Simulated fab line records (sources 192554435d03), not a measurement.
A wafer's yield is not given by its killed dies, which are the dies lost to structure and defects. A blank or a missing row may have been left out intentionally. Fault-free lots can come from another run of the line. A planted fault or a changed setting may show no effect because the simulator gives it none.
Which tool is to blame? || flow n5Finfet || 8 lots, 24 wafers sampled, at 8 steps of a route of 1938

WHAT THE GAUGES READ, wafer by wafer
N5_BEOL_M2_INSPECT_59: inspects for defects (darkfield).
{"lot": "L985", "measured": "day 8 05:28", "on": "defectInspect-02", "rawDefectCount": "111 161 112"}
{"lot": "L989", "measured": "day 8 11:52", "on": "defectInspect-01", "rawDefectCount": "46 57 49"}
{"lot": "L991", "measured": "day 8 23:42", "on": "defectInspect-02", "rawDefectCount": "69 93 59"}
{"lot": "L995", "measured": "day 10 10:20", "on": "defectInspect-02", "rawDefectCount": "451 97 96"}
{"lot": "L999", "measured": "day 11 06:52", "on": "defectInspect-01", "rawDefectCount": "402 143 83"}
{"lot": "L102", "measured": "day 11 17:47", "on": "defectInspect-01", "rawDefectCount": "62 88 129"}
{"lot": "L105", "measured": "day 12 16:31", "on": "defectInspect-01", "rawDefectCount": "67 55 42"}
{"lot": "L103", "measured": "day 12 17:07", "on": "defectInspect-02", "rawDefectCount": "43 92 66"}

N5_BEOL_M3_INSPECT_13: inspects for defects (brightfield).
{"lot": "L985", "measured": "day 8 08:00", "on": "defectInspect-01", "rawDefectCount": "493 444 440"}
{"lot": "L989", "measured": "day 8 13:01", "on": "defectInspect-01", "rawDefectCount": "302 351 371"}
{"lot": "L991", "measured": "day 9 01:07", "on": "defectInspect-02", "rawDefectCount": "428 560 488"}
{"lot": "L995", "measured": "day 10 12:29", "on": "defectInspect-01", "rawDefectCount": "674 343 313"}
{"lot": "L999", "measured": "day 11 07:54", "on": "defectInspect-01", "rawDefectCount": "630 427 318"}
{"lot": "L102", "measured": "day 11 22:04", "on": "defectInspect-01", "rawDefectCount": "347 384 403"}
{"lot": "L105", "measured": "day 12 17:16", "on": "defectInspect-01", "rawDefectCount": "285 341 338"}
{"lot": "L103", "measured": "day 12 19:32", "on": "defectInspect-02", "rawDefectCount": "362 433 450"}

N5_BEOL_M3_INSPECT_30: inspects for defects (brightfield).
{"lot": "L985", "measured": "day 8 08:55", "on": "defectInspect-01", "rawDefectCount": "487 464 446"}
{"lot": "L989", "measured": "day 8 14:04", "on": "defectInspect-02", "rawDefectCount": "375 442 436"}
{"lot": "L991", "measured": "day 9 02:08", "on": "defectInspect-02", "rawDefectCount": "459 575 503"}
{"lot": "L995", "measured": "day 10 13:23", "on": "defectInspect-01", "rawDefectCount": "694 336 297"}
{"lot": "L999", "measured": "day 11 08:47", "on": "defectInspect-01", "rawDefectCount": "669 441 323"}
{"lot": "L102", "measured": "day 11 23:06", "on": "defectInspect-02", "rawDefectCount": "432 480 504"}
{"lot": "L105", "measured": "day 12 18:17", "on": "defectInspect-02", "rawDefectCount": "366 421 420"}
{"lot": "L103", "measured": "day 12 20:46", "on": "defectInspect-02", "rawDefectCount": "387 448 445"}

N5_BEOL_M4_RC_MEAS_101.
{"lot": "L985", "measured": "day 9 00:26", "on": "prober-01", "DIBL_N (mV/V)": "34.8 36.4 32.5", "DIBL_P (mV/V)": "34.6 37.3 32.9", "IOFF_N (nA/um)": "0.127 0.172 0.114", "IOFF_P (nA/um)": "0.20 0.26 0.19", "ION_N (uA/um)": "660 683 669", "ION_P (uA/um)": "460 474 470", "SS_N (mV/dec)": "71.4 71.5 70.7", "SS_P (mV/dec)": "71.7 73.3 72.3", "VT_N (mV)": "253.8 250.2 250.5", "VT_P (mV)": "-248 -246 -247"}
{"lot": "L989", "measured": "day 9 05:35", "on": "prober-01", "DIBL_N (mV/V)": "35.8 37.2 35.4", "DIBL_P (mV/V)": "37.4 38.3 36.6", "IOFF_N (nA/um)": "0.168 0.183 0.158", "IOFF_P (nA/um)": "0.24 0.24 0.21", "ION_N (uA/um)": "689 681 666", "ION_P (uA/um)": "473 463 459", "SS_N (mV/dec)": "71.4 71.7 70.7", "SS_P (mV/dec)": "73.3 73.6 73.8", "VT_N (mV)": "248.0 246.9 249.3", "VT_P (mV)": "-249 -247 -252"}
{"lot": "L991", "measured": "day 10 06:41", "on": "prober-02", "DIBL_N (mV/V)": "36.4 34.8 36.5", "DIBL_P (mV/V)": "37.4 35.2 36.9", "IOFF_N (nA/um)": "0.167 0.132 0.172", "IOFF_P (nA/um)": "0.19 0.16 0.20", "ION_N (uA/um)": "688 673 679", "ION_P (uA/um)": "457 456 463", "SS_N (mV/dec)": "70.5 71.3 70.6", "SS_P (mV/dec)": "74.0 73.0 73.3", "VT_N (mV)": "249.1 249.8 248.2", "VT_P (mV)": "-254 -256 -251"}
{"lot": "L995", "measured": "day 11 10:02", "on": "prober-02", "DIBL_N (mV/V)": "38.3 35.8 36.1", "DIBL_P (mV/V)": "39.4 36.3 36.8", "IOFF_N (nA/um)": "0.204 0.158 0.169", "IOFF_P (nA/um)": "0.25 0.20 0.21", "ION_N (uA/um)": "676 686 687", "ION_P (uA/um)": "464 466 463", "SS_N (mV/dec)": "72.0 71.6 71.7", "SS_P (mV/dec)": "73.9 72.9 72.5", "VT_N (mV)": "243.8 248.7 245.5", "VT_P (mV)": "-250 -250 -251"}
{"lot": "L999", "measured": "day 12 01:50", "on": "prober-01", "DIBL_N (mV/V)": "36.9 35.4 35.4", "DIBL_P (mV/V)": "35.9 34.5 34.0", "IOFF_N (nA/um)": "0.178 0.158 0.147", "IOFF_P (nA/um)": "0.21 0.20 0.18", "ION_N (uA/um)": "678 664 662", "ION_P (uA/um)": "461 453 445", "SS_N (mV/dec)": "72.2 72.0 71.9", "SS_P (mV/dec)": "73.9 72.6 73.1", "VT_N (mV)": "247.4 249.4 252.3", "VT_P (mV)": "-249 -252 -254"}
{"lot": "L102", "measured": "day 13 00:23", "on": "prober-01", "DIBL_N (mV/V)": "35.5 37.5 35.4", "DIBL_P (mV/V)": "35.9 38.4 35.7", "IOFF_N (nA/um)": "0.162 0.193 0.156", "IOFF_P (nA/um)": "0.25 0.28 0.24", "ION_N (uA/um)": "663 680 667", "ION_P (uA/um)": "465 472 462", "SS_N (mV/dec)": "72.1 72.4 71.2", "SS_P (mV/dec)": "72.7 74.2 72.8", "VT_N (mV)": "249.5 248.3 249.9", "VT_P (mV)": "-243 -244 -248"}
{"lot": "L105", "measured": "day 13 21:41", "on": "prober-01", "DIBL_N (mV/V)": "36.2 35.4 34.2", "DIBL_P (mV/V)": "37.0 37.1 34.5", "IOFF_N (nA/um)": "0.186 0.171 0.136", "IOFF_P (nA/um)": "0.23 0.22 0.18", "ION_N (uA/um)": "670 690 660", "ION_P (uA/um)": "458 465 451", "SS_N (mV/dec)": "72.1 71.6 71.1", "SS_P (mV/dec)": "73.9 74.4 72.8", "VT_N (mV)": "245.1 248.0 251.7", "VT_P (mV)": "-248 -250 -253"}
{"lot": "L103", "measured": "day 13 21:21", "on": "prober-02", "DIBL_N (mV/V)": "36.1 37.1 37.0", "DIBL_P (mV/V)": "34.4 36.0 36.6", "IOFF_N (nA/um)": "0.142 0.142 0.158", "IOFF_P (nA/um)": "0.15 0.17 0.18", "ION_N (uA/um)": "664 643 674", "ION_P (uA/um)": "450 441 450", "SS_N (mV/dec)": "70.9 71.9 71.8", "SS_P (mV/dec)": "72.8 73.1 73.2", "VT_N (mV)": "249.5 253.3 248.2", "VT_P (mV)": "-258 -254 -255"}

WHICH TOOL RAN EACH LOT (tool, then ch and the chambers of the sampled wafers, then the start)
{"lot": "L985", "N5_BEOL_M2_SPUTTER_90": "pvdSputter-03, day 8 03:41", "N5_BEOL_M2_ANNEAL_91": "pvdSputter-03, day 8 03:46", "N5_BEOL_M2_SPUTTER_96": "pvdSputter-03, day 8 04:20", "N5_BEOL_M2_CMP_52": "cmp-04 ch 0,1, day 8 04:50"}
{"lot": "L989", "N5_BEOL_M2_SPUTTER_90": "pvdSputter-03, day 8 10:01", "N5_BEOL_M2_ANNEAL_91": "pvdSputter-03, day 8 10:06", "N5_BEOL_M2_SPUTTER_96": "pvdSputter-03, day 8 10:41", "N5_BEOL_M2_CMP_52": "cmp-03 ch 1,2,3, day 8 11:17"}
{"lot": "L991", "N5_BEOL_M2_SPUTTER_90": "pvdSputter-02, day 8 21:58", "N5_BEOL_M2_ANNEAL_91": "pvdSputter-02, day 8 22:02", "N5_BEOL_M2_SPUTTER_96": "pvdSputter-02, day 8 22:37", "N5_BEOL_M2_CMP_52": "cmp-01 ch 0,3, day 8 23:07"}
{"lot": "L995", "N5_BEOL_M2_SPUTTER_90": "pvdSputter-02, day 10 08:29", "N5_BEOL_M2_ANNEAL_91": "pvdSputter-02, day 10 08:34", "N5_BEOL_M2_SPUTTER_96": "pvdSputter-02, day 10 09:09", "N5_BEOL_M2_CMP_52": "cmp-03 ch 1,2, day 10 09:41"}
{"lot": "L999", "N5_BEOL_M2_SPUTTER_90": "pvdSputter-02, day 11 05:08", "N5_BEOL_M2_ANNEAL_91": "pvdSputter-02, day 11 05:13", "N5_BEOL_M2_SPUTTER_96": "pvdSputter-02, day 11 05:47", "N5_BEOL_M2_CMP_52": "cmp-03 ch 1,2,3, day 11 06:22"}
{"lot": "L102", "N5_BEOL_M2_SPUTTER_90": "pvdSputter-02, day 11 16:04", "N5_BEOL_M2_ANNEAL_91": "pvdSputter-02, day 11 16:08", "N5_BEOL_M2_SPUTTER_96": "pvdSputter-02, day 11 16:43", "N5_BEOL_M2_CMP_52": "cmp-04 ch 1,2,3, day 11 17:13"}
{"lot": "L105", "N5_BEOL_M2_SPUTTER_90": "pvdSputter-01, day 12 14:45", "N5_BEOL_M2_ANNEAL_91": "pvdSputter-01, day 12 14:50", "N5_BEOL_M2_SPUTTER_96": "pvdSputter-01, day 12 15:25", "N5_BEOL_M2_CMP_52": "cmp-01 ch 1,3, day 12 15:57"}
{"lot": "L103", "N5_BEOL_M2_SPUTTER_90": "pvdSputter-03, day 12 15:22", "N5_BEOL_M2_ANNEAL_91": "pvdSputter-03, day 12 15:27", "N5_BEOL_M2_SPUTTER_96": "pvdSputter-03, day 12 16:02", "N5_BEOL_M2_CMP_52": "cmp-04 ch 1,2, day 12 16:31"}
- N5_BEOL_M2_SPUTTER_90: material Cu, target thk 4.5 nm, time 8.29 s.
- N5_BEOL_M2_ANNEAL_91: time 240 s.
- N5_BEOL_M2_SPUTTER_96: material Cu, target thk 4.5 nm, time 8.29 s.
- N5_BEOL_M2_CMP_52: polishes, stops on SiOC, t overpolish 6.8 s, target thk 40 nm.

WHAT THE TOOLS THEMSELVES READ (means of the sampled wafers that have a number; where no wafer has one, the mark that the record gives instead)
N5_BEOL_M2_SPUTTER_90.
{"lot": "L985", "tool": "pvdSputter-03", "chuckGasFlowSccm (sccm)": 1.30, "susceptorTempC (C)": -20.08, "throttleValvePct (%)": 29.4}
{"lot": "L989", "tool": "pvdSputter-03", "chuckGasFlowSccm (sccm)": 1.26, "susceptorTempC (C)": -20.06, "throttleValvePct (%)": 29.4}
{"lot": "L991", "tool": "pvdSputter-02", "chuckGasFlowSccm (sccm)": 1.24, "susceptorTempC (C)": -19.92, "throttleValvePct (%)": 31.4}
{"lot": "L995", "tool": "pvdSputter-02", "chuckGasFlowSccm (sccm)": 1.26, "susceptorTempC (C)": -20.01, "throttleValvePct (%)": 30.9}
{"lot": "L999", "tool": "pvdSputter-02", "chuckGasFlowSccm (sccm)": 1.27, "susceptorTempC (C)": -19.97, "throttleValvePct (%)": 30.8}
{"lot": "L102", "tool": "pvdSputter-02", "chuckGasFlowSccm (sccm)": 1.25, "susceptorTempC (C)": -19.95, "throttleValvePct (%)": 29.4}
{"lot": "L105", "tool": "pvdSputter-01", "chuckGasFlowSccm (sccm)": 1.28, "susceptorTempC (C)": -19.89, "throttleValvePct (%)": 29.9}
{"lot": "L103", "tool": "pvdSputter-03", "chuckGasFlowSccm (sccm)": 1.25, "susceptorTempC (C)": -20.06, "throttleValvePct (%)": 30.2}

N5_BEOL_M2_ANNEAL_91.
{"lot": "L985", "tool": "pvdSputter-03", "heaterPowerW (W)": 765, "susceptorTempC (C)": 400.08, "susceptor_temp_C_max": 400.9}
{"lot": "L989", "tool": "pvdSputter-03", "heaterPowerW (W)": 797, "susceptorTempC (C)": 400.19, "susceptor_temp_C_max": 401.1}
{"lot": "L991", "tool": "pvdSputter-02", "heaterPowerW (W)": 700, "susceptorTempC (C)": 400.18, "susceptor_temp_C_max": 401.3}
{"lot": "L995", "tool": "pvdSputter-02", "heaterPowerW (W)": 817, "susceptorTempC (C)": 400.23, "susceptor_temp_C_max": 401.0}
{"lot": "L999", "tool": "pvdSputter-02", "heaterPowerW (W)": 747, "susceptorTempC (C)": 400.04, "susceptor_temp_C_max": 401.0}
{"lot": "L102", "tool": "pvdSputter-02", "heaterPowerW (W)": 860, "susceptorTempC (C)": 400.07, "susceptor_temp_C_max": 401.2}
{"lot": "L105", "tool": "pvdSputter-01", "heaterPowerW (W)": 831, "susceptorTempC (C)": 400.13, "susceptor_temp_C_max": 401.3}
{"lot": "L103", "tool": "pvdSputter-03", "heaterPowerW (W)": 792, "susceptorTempC (C)": 399.98, "susceptor_temp_C_max": 400.8}

N5_BEOL_M2_SPUTTER_96.
{"lot": "L985", "tool": "pvdSputter-03", "chuckGasFlowSccm (sccm)": 1.25, "susceptorTempC (C)": -19.93, "throttleValvePct (%)": 29.4}
{"lot": "L989", "tool": "pvdSputter-03", "chuckGasFlowSccm (sccm)": 1.27, "susceptorTempC (C)": -20.01, "throttleValvePct (%)": 29.4}
{"lot": "L991", "tool": "pvdSputter-02", "chuckGasFlowSccm (sccm)": 1.23, "susceptorTempC (C)": -19.96, "throttleValvePct (%)": 31.1}
{"lot": "L995", "tool": "pvdSputter-02", "chuckGasFlowSccm (sccm)": 1.23, "susceptorTempC (C)": -19.95, "throttleValvePct (%)": 30.8}
{"lot": "L999", "tool": "pvdSputter-02", "chuckGasFlowSccm (sccm)": 1.23, "susceptorTempC (C)": -19.97, "throttleValvePct (%)": 30.6}
{"lot": "L102", "tool": "pvdSputter-02", "chuckGasFlowSccm (sccm)": 1.23, "susceptorTempC (C)": -20.04, "throttleValvePct (%)": 29.4}
{"lot": "L105", "tool": "pvdSputter-01", "chuckGasFlowSccm (sccm)": 1.34, "susceptorTempC (C)": -20.10, "throttleValvePct (%)": 29.8}
{"lot": "L103", "tool": "pvdSputter-03", "chuckGasFlowSccm (sccm)": 1.32, "susceptorTempC (C)": -19.96, "throttleValvePct (%)": 30.0}

N5_BEOL_M2_CMP_52.
{"lot": "L985", "tool": "cmp-04", "barrierFieldEndpointS (s)": 25.3, "motorCurrentA (A)": 6.0, "overpolishRunS (s)": 6.796, "timeToEndpointS (s)": 67}
{"lot": "L989", "tool": "cmp-03", "barrierFieldEndpointS (s)": 23.9, "motorCurrentA (A)": 6.2, "overpolishRunS (s)": 6.798, "timeToEndpointS (s)": 63}
{"lot": "L991", "tool": "cmp-01", "barrierFieldEndpointS (s)": 25.5, "motorCurrentA (A)": 6.0, "overpolishRunS (s)": 6.798, "timeToEndpointS (s)": 67}
{"lot": "L995", "tool": "cmp-03", "barrierFieldEndpointS (s)": 24.3, "motorCurrentA (A)": 6.2, "overpolishRunS (s)": 6.795, "timeToEndpointS (s)": 58}
{"lot": "L999", "tool": "cmp-03", "barrierFieldEndpointS (s)": 24.5, "motorCurrentA (A)": 6.2, "overpolishRunS (s)": 6.797, "timeToEndpointS (s)": 58}
{"lot": "L102", "tool": "cmp-04", "barrierFieldEndpointS (s)": 25.2, "motorCurrentA (A)": 6.1, "overpolishRunS (s)": 6.790, "timeToEndpointS (s)": 69}
{"lot": "L105", "tool": "cmp-01", "barrierFieldEndpointS (s)": 24.6, "motorCurrentA (A)": 5.2, "overpolishRunS (s)": 6.799, "timeToEndpointS (s)": 62}
{"lot": "L103", "tool": "cmp-04", "barrierFieldEndpointS (s)": 25.0, "motorCurrentA (A)": 6.7, "overpolishRunS (s)": 6.795, "timeToEndpointS (s)": 64}

THE ANSWER, worked out from the rows above alone
Rule: the lots themselves supply what counts as usual. The widest of any qualifying gaps counts: lots, ordered by their means at a reading, are off when they make up no more than a third of the lots, leave a main group of 4 or more, and stand apart from it by 3 or more times the standard deviation of that group's means. A main group whose means are all the same, to the digits that the tables above print for the reading, isn't used. Also off: a lot with no number at a reading for which 4 or more lots have one. Where the step has rows for the other lots, those lots are counted as sound. First the gauges in route order, then the tools' own readings, where a lot's mean is used as printed above. At the first step where some lot is off, the reading lying furthest off is the one used; lots without a number count as furthest.
Off, at N5_BEOL_M2_INSPECT_59 on rawDefectCount: L995, L999. The main group: mean 78, standard deviation 26.
A tool fits if, at a process step before that reading, it ran every lot that is off, and no sound lot after the first of them. The gauges at N5_BEOL_M2_INSPECT_59 are tried like those tools. One candidate fits, namely cmp-03 at N5_BEOL_M2_CMP_52. A fault onset in the window from L989 (day 8 11:17, its last sound lot) to L995 (day 10 09:41, its first lot off) fits.

WHAT THE SIMULATOR HAD PUT IN
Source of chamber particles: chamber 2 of cmp-03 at N5_BEOL_M2_CMP_52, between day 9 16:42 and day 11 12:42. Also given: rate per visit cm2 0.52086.
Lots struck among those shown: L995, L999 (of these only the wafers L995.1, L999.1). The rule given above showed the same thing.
